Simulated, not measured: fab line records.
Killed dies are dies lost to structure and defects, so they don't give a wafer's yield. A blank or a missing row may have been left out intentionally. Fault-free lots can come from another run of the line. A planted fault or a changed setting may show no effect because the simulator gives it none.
Which tool was responsible? / flow n5-finfet / 72 wafers from 24 lots sampled at 6 of the route's 1938 steps

WHAT THE GAUGES READ, wafer by wafer
N5_BEOL_M3_RS_MEAS_58: a four-point-probe measurement. Usual: for M3_RS the level is 0.68 ohm/sq and the standard deviation is 0.033.
lot=L074; measured=day 8 02:09; on=film-metro-02; M3_RS (ohm/sq)=0.71 0.70 0.75; flag=
lot=L075; measured=day 7 22:54; on=film-metro-01; M3_RS (ohm/sq)=0.69 0.69 0.70; flag=
lot=L077; measured=day 8 01:55; on=film-metro-02; M3_RS (ohm/sq)=0.68 0.67 0.76; flag=
lot=L076; measured=day 8 02:47; on=film-metro-01; M3_RS (ohm/sq)=0.67 0.66 0.62; flag=
lot=L078; measured=day 8 12:16; on=film-metro-02; M3_RS (ohm/sq)=0.69 0.68 0.67; flag=
lot=L079; measured=day 8 15:31; on=film-metro-02; M3_RS (ohm/sq)=0.68 0.69 0.68; flag=
lot=L080; measured=day 9 01:04; on=film-metro-01; M3_RS (ohm/sq)=0.72 0.70 0.65; flag=
lot=L081; measured=day 9 06:39; on=film-metro-02; M3_RS (ohm/sq)=0.67 0.67 0.72; flag=
lot=L082; measured=day 9 09:20; on=film-metro-02; M3_RS (ohm/sq)=0.73 0.66 0.63; flag=
lot=L083; measured=day 10 00:28; on=film-metro-02; M3_RS (ohm/sq)=0.66 0.63 0.63; flag=
lot=L084; measured=day 10 09:14; on=film-metro-01; M3_RS (ohm/sq)=0.66 0.69 0.66; flag=
lot=L085; measured=day 10 11:43; on=film-metro-02; M3_RS (ohm/sq)=0.68 0.68 0.65; flag=
lot=L086; measured=day 10 11:33; on=film-metro-01; M3_RS (ohm/sq)=0.69 0.66 0.68; flag=
lot=L087; measured=day 11 03:06; on=film-metro-01; M3_RS (ohm/sq)=0.73 0.67 0.67; flag=
lot=L088; measured=day 11 11:47; on=film-metro-01; M3_RS (ohm/sq)=0.71 0.70 0.65; flag=
lot=L090; measured=day 11 14:44; on=film-metro-01; M3_RS (ohm/sq)=0.69 0.68 0.67; flag=
lot=L092; measured=day 11 22:05; on=film-metro-01; M3_RS (ohm/sq)=0.71 0.66 0.67; flag=
lot=L089; measured=day 11 23:58; on=film-metro-01; M3_RS (ohm/sq)=0.70 0.79 0.71; flag=
lot=L091; measured=day 12 05:41; on=film-metro-02; M3_RS (ohm/sq)=0.68 0.67 0.66; flag=
lot=L093; measured=day 12 13:01; on=film-metro-01; M3_RS (ohm/sq)=0.65 0.65 0.62; flag=
lot=L094; measured=day 12 23:25; on=film-metro-02; M3_RS (ohm/sq)=0.68 0.71 0.66; flag=
lot=L095; measured=day 12 22:38; on=film-metro-01; M3_RS (ohm/sq)=0.69 0.69 0.70; flag=
lot=L096; measured=day 13 03:30; on=film-metro-02; M3_RS (ohm/sq)=0.68 0.65 0.65; flag=
lot=L097; measured=day 13 12:02; on=film-metro-02; M3_RS (ohm/sq)=0.70 0.72 0.66; flag=

WHICH TOOL RAN EACH LOT (tool, then ch and the chambers of the sampled wafers, then the start)
lot=L074; N5_BEOL_M3_ETCH_63=rie-diel-05 ch 1,2,3, day 7 02:46; N5_BEOL_M3_ANNEAL_49=pvd-sputter-03, day 7 23:04; N5_BEOL_M3_ANNEAL_82=pvd-sputter-03, day 7 23:31; N5_BEOL_M3_SPUTTER_94=pvd-sputter-03, day 8 00:32; N5_BEOL_M3_ANNEAL_95=pvd-sputter-03, day 8 00:37
lot=L075; N5_BEOL_M3_ETCH_63=rie-diel-01 ch 0,3, day 7 09:01; N5_BEOL_M3_ANNEAL_49=pvd-sputter-03, day 7 20:09; N5_BEOL_M3_ANNEAL_82=pvd-sputter-03, day 7 20:35; N5_BEOL_M3_SPUTTER_94=pvd-sputter-03, day 7 21:37; N5_BEOL_M3_ANNEAL_95=pvd-sputter-03, day 7 21:41
lot=L077; N5_BEOL_M3_ETCH_63=rie-diel-06 ch 0,1,2, day 7 15:57; N5_BEOL_M3_ANNEAL_49=pvd-sputter-02, day 7 23:08; N5_BEOL_M3_ANNEAL_82=pvd-sputter-02, day 7 23:34; N5_BEOL_M3_SPUTTER_94=pvd-sputter-02, day 8 00:35; N5_BEOL_M3_ANNEAL_95=pvd-sputter-02, day 8 00:40
lot=L076; N5_BEOL_M3_ETCH_63=rie-diel-01 ch 0,1, day 7 16:07; N5_BEOL_M3_ANNEAL_49=pvd-sputter-01, day 7 23:57; N5_BEOL_M3_ANNEAL_82=pvd-sputter-01, day 8 00:23; N5_BEOL_M3_SPUTTER_94=pvd-sputter-01, day 8 01:25; N5_BEOL_M3_ANNEAL_95=pvd-sputter-01, day 8 01:29
lot=L078; N5_BEOL_M3_ETCH_63=rie-diel-01 ch 0,2,3, day 8 06:37; N5_BEOL_M3_ANNEAL_49=pvd-sputter-01, day 8 09:25; N5_BEOL_M3_ANNEAL_82=pvd-sputter-01, day 8 09:52; N5_BEOL_M3_SPUTTER_94=pvd-sputter-01, day 8 10:53; N5_BEOL_M3_ANNEAL_95=pvd-sputter-01, day 8 10:58
lot=L079; N5_BEOL_M3_ETCH_63=rie-diel-06 ch 0,1,2, day 8 08:31; N5_BEOL_M3_ANNEAL_49=pvd-sputter-03, day 8 12:48; N5_BEOL_M3_ANNEAL_82=pvd-sputter-03, day 8 13:14; N5_BEOL_M3_SPUTTER_94=pvd-sputter-03, day 8 14:16; N5_BEOL_M3_ANNEAL_95=pvd-sputter-03, day 8 14:20
lot=L080; N5_BEOL_M3_ETCH_63=rie-diel-06 ch 0,2,3, day 8 16:25; N5_BEOL_M3_ANNEAL_49=pvd-sputter-01, day 8 22:20; N5_BEOL_M3_ANNEAL_82=pvd-sputter-01, day 8 22:46; N5_BEOL_M3_SPUTTER_94=pvd-sputter-01, day 8 23:47; N5_BEOL_M3_ANNEAL_95=pvd-sputter-01, day 8 23:52
lot=L081; N5_BEOL_M3_ETCH_63=rie-diel-05 ch 0,2,3, day 8 18:33; N5_BEOL_M3_ANNEAL_49=pvd-sputter-03, day 9 02:42; N5_BEOL_M3_ANNEAL_82=pvd-sputter-03, day 9 03:08; N5_BEOL_M3_SPUTTER_94=pvd-sputter-03, day 9 04:10; N5_BEOL_M3_ANNEAL_95=pvd-sputter-03, day 9 04:14
lot=L082; N5_BEOL_M3_ETCH_63=rie-diel-01 ch 0,1, day 9 02:35; N5_BEOL_M3_ANNEAL_49=pvd-sputter-02, day 9 05:55; N5_BEOL_M3_ANNEAL_82=pvd-sputter-02, day 9 06:22; N5_BEOL_M3_SPUTTER_94=pvd-sputter-02, day 9 07:23; N5_BEOL_M3_ANNEAL_95=pvd-sputter-02, day 9 07:28
lot=L083; N5_BEOL_M3_ETCH_63=rie-diel-05 ch 2,3, day 9 10:53; N5_BEOL_M3_ANNEAL_49=pvd-sputter-02, day 9 21:44; N5_BEOL_M3_ANNEAL_82=pvd-sputter-02, day 9 22:11; N5_BEOL_M3_SPUTTER_94=pvd-sputter-02, day 9 23:12; N5_BEOL_M3_ANNEAL_95=pvd-sputter-02, day 9 23:17
lot=L084; N5_BEOL_M3_ETCH_63=rie-diel-01 ch 0,1,3, day 9 13:44; N5_BEOL_M3_ANNEAL_49=pvd-sputter-01, day 10 06:30; N5_BEOL_M3_ANNEAL_82=pvd-sputter-01, day 10 06:56; N5_BEOL_M3_SPUTTER_94=pvd-sputter-01, day 10 07:58; N5_BEOL_M3_ANNEAL_95=pvd-sputter-01, day 10 08:02
lot=L085; N5_BEOL_M3_ETCH_63=rie-diel-01 ch 0,1, day 9 16:52; N5_BEOL_M3_ANNEAL_49=pvd-sputter-03, day 10 08:59; N5_BEOL_M3_ANNEAL_82=pvd-sputter-03, day 10 09:25; N5_BEOL_M3_SPUTTER_94=pvd-sputter-03, day 10 10:26; N5_BEOL_M3_ANNEAL_95=pvd-sputter-03, day 10 10:31
lot=L086; N5_BEOL_M3_ETCH_63=rie-diel-01 ch 0,1,3, day 10 03:35; N5_BEOL_M3_ANNEAL_49=pvd-sputter-01, day 10 08:48; N5_BEOL_M3_ANNEAL_82=pvd-sputter-01, day 10 09:14; N5_BEOL_M3_SPUTTER_94=pvd-sputter-01, day 10 10:16; N5_BEOL_M3_ANNEAL_95=pvd-sputter-01, day 10 10:20
lot=L087; N5_BEOL_M3_ETCH_63=rie-diel-01 ch 0,3, day 10 21:15; N5_BEOL_M3_ANNEAL_49=pvd-sputter-02, day 11 00:22; N5_BEOL_M3_ANNEAL_82=pvd-sputter-02, day 11 00:49; N5_BEOL_M3_SPUTTER_94=pvd-sputter-02, day 11 01:50; N5_BEOL_M3_ANNEAL_95=pvd-sputter-02, day 11 01:55
lot=L088; N5_BEOL_M3_ETCH_63=rie-diel-05 ch 1,2,3, day 11 02:10; N5_BEOL_M3_ANNEAL_49=pvd-sputter-01, day 11 08:58; N5_BEOL_M3_ANNEAL_82=pvd-sputter-01, day 11 09:24; N5_BEOL_M3_SPUTTER_94=pvd-sputter-01, day 11 10:25; N5_BEOL_M3_ANNEAL_95=pvd-sputter-01, day 11 10:30
lot=L090; N5_BEOL_M3_ETCH_63=rie-diel-01 ch 1,2, day 11 08:21; N5_BEOL_M3_ANNEAL_49=pvd-sputter-02, day 11 12:01; N5_BEOL_M3_ANNEAL_82=pvd-sputter-02, day 11 12:27; N5_BEOL_M3_SPUTTER_94=pvd-sputter-02, day 11 13:28; N5_BEOL_M3_ANNEAL_95=pvd-sputter-02, day 11 13:33
lot=L092; N5_BEOL_M3_ETCH_63=rie-diel-01 ch 1,2,3, day 11 14:50; N5_BEOL_M3_ANNEAL_49=pvd-sputter-01, day 11 19:21; N5_BEOL_M3_ANNEAL_82=pvd-sputter-01, day 11 19:47; N5_BEOL_M3_SPUTTER_94=pvd-sputter-01, day 11 20:49; N5_BEOL_M3_ANNEAL_95=pvd-sputter-01, day 11 20:53
lot=L089; N5_BEOL_M3_ETCH_63=rie-diel-01 ch 1,2,3, day 11 15:55; N5_BEOL_M3_ANNEAL_49=pvd-sputter-02, day 11 21:07; N5_BEOL_M3_ANNEAL_82=pvd-sputter-02, day 11 21:33; N5_BEOL_M3_SPUTTER_94=pvd-sputter-02, day 11 22:34; N5_BEOL_M3_ANNEAL_95=pvd-sputter-02, day 11 22:39
lot=L091; N5_BEOL_M3_ETCH_63=rie-diel-01 ch 1,2,3, day 11 16:08; N5_BEOL_M3_ANNEAL_49=pvd-sputter-02, day 12 02:57; N5_BEOL_M3_ANNEAL_82=pvd-sputter-02, day 12 03:23; N5_BEOL_M3_SPUTTER_94=pvd-sputter-02, day 12 04:25; N5_BEOL_M3_ANNEAL_95=pvd-sputter-02, day 12 04:29
lot=L093; N5_BEOL_M3_ETCH_63=rie-diel-05 ch 0,1,3, day 11 21:35; N5_BEOL_M3_ANNEAL_49=pvd-sputter-02, day 12 10:17; N5_BEOL_M3_ANNEAL_82=pvd-sputter-02, day 12 10:43; N5_BEOL_M3_SPUTTER_94=pvd-sputter-02, day 12 11:44; N5_BEOL_M3_ANNEAL_95=pvd-sputter-02, day 12 11:49
lot=L094; N5_BEOL_M3_ETCH_63=rie-diel-05 ch 0,1,3, day 12 06:02; N5_BEOL_M3_ANNEAL_49=pvd-sputter-01, day 12 20:28; N5_BEOL_M3_ANNEAL_82=pvd-sputter-01, day 12 20:54; N5_BEOL_M3_SPUTTER_94=pvd-sputter-01, day 12 21:55; N5_BEOL_M3_ANNEAL_95=pvd-sputter-01, day 12 22:00
lot=L095; N5_BEOL_M3_ETCH_63=rie-diel-05 ch 0,1,3, day 12 12:44; N5_BEOL_M3_ANNEAL_49=pvd-sputter-03, day 12 19:54; N5_BEOL_M3_ANNEAL_82=pvd-sputter-03, day 12 20:20; N5_BEOL_M3_SPUTTER_94=pvd-sputter-03, day 12 21:22; N5_BEOL_M3_ANNEAL_95=pvd-sputter-03, day 12 21:26
lot=L096; N5_BEOL_M3_ETCH_63=rie-diel-01 ch 1,2, day 12 20:34; N5_BEOL_M3_ANNEAL_49=pvd-sputter-01, day 13 00:46; N5_BEOL_M3_ANNEAL_82=pvd-sputter-01, day 13 01:13; N5_BEOL_M3_SPUTTER_94=pvd-sputter-01, day 13 02:14; N5_BEOL_M3_ANNEAL_95=pvd-sputter-01, day 13 02:19
lot=L097; N5_BEOL_M3_ETCH_63=rie-diel-05 ch 1,2,3, day 13 04:21; N5_BEOL_M3_ANNEAL_49=pvd-sputter-02, day 13 09:18; N5_BEOL_M3_ANNEAL_82=pvd-sputter-02, day 13 09:44; N5_BEOL_M3_SPUTTER_94=pvd-sputter-02, day 13 10:46; N5_BEOL_M3_ANNEAL_95=pvd-sputter-02, day 13 10:50
- N5_BEOL_M3_ETCH_63: etches SiARC in CF4, target depth 15.6 nm, time 26 s.
- N5_BEOL_M3_ANNEAL_49: time 240 s.
- N5_BEOL_M3_ANNEAL_82: time 240 s.
- N5_BEOL_M3_SPUTTER_94: material Cu, target thk 4.5 nm, time 8.29 s.
- N5_BEOL_M3_ANNEAL_95: time 240 s.

WHAT THE TOOLS THEMSELVES READ (means of the sampled wafers that have a number; where no wafer has one, the mark that the record gives instead)
N5_BEOL_M3_ETCH_63. Usual: drypump-motor-current-A 5.9 A, standard deviation 0.38; etch-rf-on-time-s 25.9 s, standard deviation 0.79; oes-product-au 0.64 a.u., standard deviation 0.072; rf-fwd-power-W 532.3 W, standard deviation 2.2; rf-vpp-V 183.9 V, standard deviation 1.3; showerhead-plenum-p-Torr 2.12 Torr, standard deviation 0.081; throttle-valve-pct 15.72 %, standard deviation 0.22.
lot=L074; tool=rie-diel-05; drypump-motor-current-A (A)=6.1; etch-rf-on-time-s (s)=25.3; oes-product-au (a.u.)=0.62; rf-fwd-power-W (W)=533.5; rf-vpp-V (V)=183.7; showerhead-plenum-p-Torr (Torr)=2.13; throttle-valve-pct (%)=15.59; flag=
lot=L075; tool=rie-diel-01; drypump-motor-current-A (A)=6.0; etch-rf-on-time-s (s)=26.1; oes-product-au (a.u.)=0.61; rf-fwd-power-W (W)=529.8; rf-vpp-V (V)=183.3; showerhead-plenum-p-Torr (Torr)=2.10; throttle-valve-pct (%)=15.74; flag=
lot=L077; tool=rie-diel-06; drypump-motor-current-A (A)=5.5; etch-rf-on-time-s (s)=25.7; oes-product-au (a.u.)=0.65; rf-fwd-power-W (W)=533.7; rf-vpp-V (V)=184.2; showerhead-plenum-p-Torr (Torr)=2.08; throttle-valve-pct (%)=15.67; flag=
lot=L076; tool=rie-diel-01; drypump-motor-current-A (A)=6.2; etch-rf-on-time-s (s)=26.8; oes-product-au (a.u.)=0.61; rf-fwd-power-W (W)=532.5; rf-vpp-V (V)=183.6; showerhead-plenum-p-Torr (Torr)=2.07; throttle-valve-pct (%)=15.75; flag=
lot=L078; tool=rie-diel-01; drypump-motor-current-A (A)=5.7; etch-rf-on-time-s (s)=25.6; oes-product-au (a.u.)=0.67; rf-fwd-power-W (W)=531.6; rf-vpp-V (V)=184.5; showerhead-plenum-p-Torr (Torr)=2.12; throttle-valve-pct (%)=15.62; flag=
lot=L079; tool=rie-diel-06; drypump-motor-current-A (A)=5.5; etch-rf-on-time-s (s)=25.9; oes-product-au (a.u.)=0.64; rf-fwd-power-W (W)=533.7; rf-vpp-V (V)=183.4; showerhead-plenum-p-Torr (Torr)=2.08; throttle-valve-pct (%)=15.69; flag=
lot=L080; tool=rie-diel-06; drypump-motor-current-A (A)=5.9; etch-rf-on-time-s (s)=26.0; oes-product-au (a.u.)=0.64; rf-fwd-power-W (W)=533.4; rf-vpp-V (V)=182.8; showerhead-plenum-p-Torr (Torr)=2.08; throttle-valve-pct (%)=15.83; flag=
lot=L081; tool=rie-diel-05; drypump-motor-current-A (A)=6.3; etch-rf-on-time-s (s)=25.9; oes-product-au (a.u.)=0.60; rf-fwd-power-W (W)=531.4; rf-vpp-V (V)=183.6; showerhead-plenum-p-Torr (Torr)=2.09; throttle-valve-pct (%)=15.85; flag=
lot=L082; tool=rie-diel-01; drypump-motor-current-A (A)=6.2; etch-rf-on-time-s (s)=26.6; oes-product-au (a.u.)=0.60; rf-fwd-power-W (W)=531.5; rf-vpp-V (V)=183.6; showerhead-plenum-p-Torr (Torr)=2.06; throttle-valve-pct (%)=15.78; flag=
lot=L083; tool=rie-diel-05; drypump-motor-current-A (A)=6.2; etch-rf-on-time-s (s)=25.8; oes-product-au (a.u.)=0.59; rf-fwd-power-W (W)=530.8; rf-vpp-V (V)=184.0; showerhead-plenum-p-Torr (Torr)=2.15; throttle-valve-pct (%)=15.75; flag=
lot=L084; tool=rie-diel-01; drypump-motor-current-A (A)=6.0; etch-rf-on-time-s (s)=26.2; oes-product-au (a.u.)=0.60; rf-fwd-power-W (W)=531.7; rf-vpp-V (V)=183.2; showerhead-plenum-p-Torr (Torr)=2.12; throttle-valve-pct (%)=15.82; flag=
lot=L085; tool=rie-diel-01; drypump-motor-current-A (A)=6.1; etch-rf-on-time-s (s)=27.1; oes-product-au (a.u.)=0.59; rf-fwd-power-W (W)=534.2; rf-vpp-V (V)=182.9; showerhead-plenum-p-Torr (Torr)=2.08; throttle-valve-pct (%)=15.82; flag=
lot=L086; tool=rie-diel-01; drypump-motor-current-A (A)=6.0; etch-rf-on-time-s (s)=26.6; oes-product-au (a.u.)=0.60; rf-fwd-power-W (W)=532.3; rf-vpp-V (V)=184.3; showerhead-plenum-p-Torr (Torr)=2.12; throttle-valve-pct (%)=15.82; flag=
lot=L087; tool=rie-diel-01; drypump-motor-current-A (A)=6.0; etch-rf-on-time-s (s)=26.0; oes-product-au (a.u.)=0.60; rf-fwd-power-W (W)=529.5; rf-vpp-V (V)=184.8; showerhead-plenum-p-Torr (Torr)=2.09; throttle-valve-pct (%)=15.78; flag=
lot=L088; tool=rie-diel-05; drypump-motor-current-A (A)=6.1; etch-rf-on-time-s (s)=25.6; oes-product-au (a.u.)=0.60; rf-fwd-power-W (W)=534.5; rf-vpp-V (V)=183.9; showerhead-plenum-p-Torr (Torr)=2.12; throttle-valve-pct (%)=15.65; flag=
lot=L090; tool=rie-diel-01; drypump-motor-current-A (A)=5.8; etch-rf-on-time-s (s)=26.5; oes-product-au (a.u.)=0.64; rf-fwd-power-W (W)=534.2; rf-vpp-V (V)=183.7; showerhead-plenum-p-Torr (Torr)=2.10; throttle-valve-pct (%)=15.73; flag=
lot=L092; tool=rie-diel-01; drypump-motor-current-A (A)=5.6; etch-rf-on-time-s (s)=25.9; oes-product-au (a.u.)=0.65; rf-fwd-power-W (W)=532.6; rf-vpp-V (V)=184.1; showerhead-plenum-p-Torr (Torr)=2.13; throttle-valve-pct (%)=15.73; flag=
lot=L089; tool=rie-diel-01; drypump-motor-current-A (A)=5.6; etch-rf-on-time-s (s)=26.2; oes-product-au (a.u.)=0.64; rf-fwd-power-W (W)=532.1; rf-vpp-V (V)=183.6; showerhead-plenum-p-Torr (Torr)=2.13; throttle-valve-pct (%)=15.72; flag=
lot=L091; tool=rie-diel-01; drypump-motor-current-A (A)=5.6; etch-rf-on-time-s (s)=26.0; oes-product-au (a.u.)=0.65; rf-fwd-power-W (W)=532.6; rf-vpp-V (V)=184.0; showerhead-plenum-p-Torr (Torr)=2.13; throttle-valve-pct (%)=15.73; flag=
lot=L093; tool=rie-diel-05; drypump-motor-current-A (A)=6.2; etch-rf-on-time-s (s)=25.4; oes-product-au (a.u.)=0.67; rf-fwd-power-W (W)=532.2; rf-vpp-V (V)=184.6; showerhead-plenum-p-Torr (Torr)=2.20; throttle-valve-pct (%)=15.73; flag=
lot=L094; tool=rie-diel-05; drypump-motor-current-A (A)=6.2; etch-rf-on-time-s (s)=25.5; oes-product-au (a.u.)=0.66; rf-fwd-power-W (W)=534.4; rf-vpp-V (V)=184.6; showerhead-plenum-p-Torr (Torr)=2.20; throttle-valve-pct (%)=15.74; flag=
lot=L095; tool=rie-diel-05; drypump-motor-current-A (A)=6.2; etch-rf-on-time-s (s)=25.7; oes-product-au (a.u.)=0.65; rf-fwd-power-W (W)=533.1; rf-vpp-V (V)=184.8; showerhead-plenum-p-Torr (Torr)=2.20; throttle-valve-pct (%)=15.74; flag=
lot=L096; tool=rie-diel-01; drypump-motor-current-A (A)=5.8; etch-rf-on-time-s (s)=27.0; oes-product-au (a.u.)=0.63; rf-fwd-power-W (W)=534.3; rf-vpp-V (V)=183.5; showerhead-plenum-p-Torr (Torr)=2.10; throttle-valve-pct (%)=15.75; flag=
lot=L097; tool=rie-diel-05; drypump-motor-current-A (A)=6.1; etch-rf-on-time-s (s)=25.3; oes-product-au (a.u.)=0.67; rf-fwd-power-W (W)=531.6; rf-vpp-V (V)=185.0; showerhead-plenum-p-Torr (Torr)=2.20; throttle-valve-pct (%)=15.53; flag=

N5_BEOL_M3_ANNEAL_49. Usual: heater-power-w 815 W, standard deviation 77.
lot=L074; tool=pvd-sputter-03; heater-power-w (W)=863; flag=
lot=L075; tool=pvd-sputter-03; heater-power-w (W)=768; flag=
lot=L077; tool=pvd-sputter-02; heater-power-w (W)=764; flag=
lot=L076; tool=pvd-sputter-01; heater-power-w (W)=814; flag=
lot=L078; tool=pvd-sputter-01; heater-power-w (W)=840; flag=
lot=L079; tool=pvd-sputter-03; heater-power-w (W)=866; flag=
lot=L080; tool=pvd-sputter-01; heater-power-w (W)=780; flag=
lot=L081; tool=pvd-sputter-03; heater-power-w (W)=779; flag=
lot=L082; tool=pvd-sputter-02; heater-power-w (W)=760; flag=
lot=L083; tool=pvd-sputter-02; heater-power-w (W)=832; flag=
lot=L084; tool=pvd-sputter-01; heater-power-w (W)=824; flag=
lot=L085; tool=pvd-sputter-03; heater-power-w (W)=958; flag=
lot=L086; tool=pvd-sputter-01; heater-power-w (W)=823; flag=
lot=L087; tool=pvd-sputter-02; heater-power-w (W)=797; flag=
lot=L088; tool=pvd-sputter-01; heater-power-w (W)=817; flag=
lot=L090; tool=pvd-sputter-02; heater-power-w (W)=810; flag=
lot=L092; tool=pvd-sputter-01; heater-power-w (W)=810; flag=
lot=L089; tool=pvd-sputter-02; heater-power-w (W)=820; flag=
lot=L091; tool=pvd-sputter-02; heater-power-w (W)=780; flag=
lot=L093; tool=pvd-sputter-02; heater-power-w (W)=835; flag=
lot=L094; tool=pvd-sputter-01; heater-power-w (W)=843; flag=
lot=L095; tool=pvd-sputter-03; heater-power-w (W)=772; flag=
lot=L096; tool=pvd-sputter-01; heater-power-w (W)=812; flag=
lot=L097; tool=pvd-sputter-02; heater-power-w (W)=818; flag=

N5_BEOL_M3_ANNEAL_82. Usual: heater-power-w 815 W, standard deviation 79.
lot=L074; tool=pvd-sputter-03; heater-power-w (W)=858; flag=
lot=L075; tool=pvd-sputter-03; heater-power-w (W)=779; flag=
lot=L077; tool=pvd-sputter-02; heater-power-w (W)=757; flag=
lot=L076; tool=pvd-sputter-01; heater-power-w (W)=817; flag=
lot=L078; tool=pvd-sputter-01; heater-power-w (W)=828; flag=
lot=L079; tool=pvd-sputter-03; heater-power-w (W)=852; flag=
lot=L080; tool=pvd-sputter-01; heater-power-w (W)=786; flag=
lot=L081; tool=pvd-sputter-03; heater-power-w (W)=774; flag=
lot=L082; tool=pvd-sputter-02; heater-power-w (W)=751; flag=
lot=L083; tool=pvd-sputter-02; heater-power-w (W)=849; flag=
lot=L084; tool=pvd-sputter-01; heater-power-w (W)=823; flag=
lot=L085; tool=pvd-sputter-03; heater-power-w (W)=953; flag=
lot=L086; tool=pvd-sputter-01; heater-power-w (W)=842; flag=
lot=L087; tool=pvd-sputter-02; heater-power-w (W)=794; flag=
lot=L088; tool=pvd-sputter-01; heater-power-w (W)=807; flag=
lot=L090; tool=pvd-sputter-02; heater-power-w (W)=817; flag=
lot=L092; tool=pvd-sputter-01; heater-power-w (W)=828; flag=
lot=L089; tool=pvd-sputter-02; heater-power-w (W)=814; flag=
lot=L091; tool=pvd-sputter-02; heater-power-w (W)=786; flag=
lot=L093; tool=pvd-sputter-02; heater-power-w (W)=844; flag=
lot=L094; tool=pvd-sputter-01; heater-power-w (W)=853; flag=
lot=L095; tool=pvd-sputter-03; heater-power-w (W)=773; flag=
lot=L096; tool=pvd-sputter-01; heater-power-w (W)=800; flag=
lot=L097; tool=pvd-sputter-02; heater-power-w (W)=818; flag=

N5_BEOL_M3_SPUTTER_94. Usual: throttle-valve-pct 29.7 %, standard deviation 1.
lot=L074; tool=pvd-sputter-03; throttle-valve-pct (%)=30.9; flag=
lot=L075; tool=pvd-sputter-03; throttle-valve-pct (%)=30.5; flag=
lot=L077; tool=pvd-sputter-02; throttle-valve-pct (%)=29.9; flag=
lot=L076; tool=pvd-sputter-01; throttle-valve-pct (%)=29.6; flag=
lot=L078; tool=pvd-sputter-01; throttle-valve-pct (%)=29.5; flag=
lot=L079; tool=pvd-sputter-03; throttle-valve-pct (%)=29.8; flag=
lot=L080; tool=pvd-sputter-01; throttle-valve-pct (%)=28.8; flag=
lot=L081; tool=pvd-sputter-03; throttle-valve-pct (%)=31.4; flag=
lot=L082; tool=pvd-sputter-02; throttle-valve-pct (%)=30.0; flag=
lot=L083; tool=pvd-sputter-02; throttle-valve-pct (%)=30.3; flag=
lot=L084; tool=pvd-sputter-01; throttle-valve-pct (%)=29.6; flag=
lot=L085; tool=pvd-sputter-03; throttle-valve-pct (%)=30.2; flag=
lot=L086; tool=pvd-sputter-01; throttle-valve-pct (%)=29.6; flag=
lot=L087; tool=pvd-sputter-02; throttle-valve-pct (%)=29.6; flag=
lot=L088; tool=pvd-sputter-01; throttle-valve-pct (%)=28.9; flag=
lot=L090; tool=pvd-sputter-02; throttle-valve-pct (%)=29.7; flag=
lot=L092; tool=pvd-sputter-01; throttle-valve-pct (%)=29.6; flag=
lot=L089; tool=pvd-sputter-02; throttle-valve-pct (%)=29.5; flag=
lot=L091; tool=pvd-sputter-02; throttle-valve-pct (%)=30.0; flag=
lot=L093; tool=pvd-sputter-02; throttle-valve-pct (%)=29.4; flag=
lot=L094; tool=pvd-sputter-01; throttle-valve-pct (%)=29.5; flag=
lot=L095; tool=pvd-sputter-03; throttle-valve-pct (%)=29.1; flag=
lot=L096; tool=pvd-sputter-01; throttle-valve-pct (%)=29.5; flag=
lot=L097; tool=pvd-sputter-02; throttle-valve-pct (%)=30.0; flag=

N5_BEOL_M3_ANNEAL_95. Usual: heater-power-w 816 W, standard deviation 79.
lot=L074; tool=pvd-sputter-03; heater-power-w (W)=874; flag=
lot=L075; tool=pvd-sputter-03; heater-power-w (W)=777; flag=
lot=L077; tool=pvd-sputter-02; heater-power-w (W)=760; flag=
lot=L076; tool=pvd-sputter-01; heater-power-w (W)=808; flag=
lot=L078; tool=pvd-sputter-01; heater-power-w (W)=839; flag=
lot=L079; tool=pvd-sputter-03; heater-power-w (W)=859; flag=
lot=L080; tool=pvd-sputter-01; heater-power-w (W)=794; flag=
lot=L081; tool=pvd-sputter-03; heater-power-w (W)=772; flag=
lot=L082; tool=pvd-sputter-02; heater-power-w (W)=757; flag=
lot=L083; tool=pvd-sputter-02; heater-power-w (W)=817; flag=
lot=L084; tool=pvd-sputter-01; heater-power-w (W)=817; flag=
lot=L085; tool=pvd-sputter-03; heater-power-w (W)=939; flag=
lot=L086; tool=pvd-sputter-01; heater-power-w (W)=832; flag=
lot=L087; tool=pvd-sputter-02; heater-power-w (W)=784; flag=
lot=L088; tool=pvd-sputter-01; heater-power-w (W)=810; flag=
lot=L090; tool=pvd-sputter-02; heater-power-w (W)=812; flag=
lot=L092; tool=pvd-sputter-01; heater-power-w (W)=817; flag=
lot=L089; tool=pvd-sputter-02; heater-power-w (W)=820; flag=
lot=L091; tool=pvd-sputter-02; heater-power-w (W)=778; flag=
lot=L093; tool=pvd-sputter-02; heater-power-w (W)=845; flag=
lot=L094; tool=pvd-sputter-01; heater-power-w (W)=858; flag=
lot=L095; tool=pvd-sputter-03; heater-power-w (W)=758; flag=
lot=L096; tool=pvd-sputter-01; heater-power-w (W)=817; flag=
lot=L097; tool=pvd-sputter-02; heater-power-w (W)=819; flag=

THE ANSWER, worked out from the rows above alone
Rule: a lot is off if the mean of its wafers that have a number lies more than 3 standard deviations from the usual mean. Also off: a lot with no number at a reading for which 4 or more lots have one. All remaining lots with rows at the step are treated as sound. The gauges are gone through in route order, then the tools' own readings, and for those a lot's mean is taken as printed above. At the first step where some lot is off, the reading lying furthest off is the one used; lots without a number count as furthest.
Nothing can be told from this: no lot is off at any reading shown.

WHAT THE SIMULATOR HAD INSERTED
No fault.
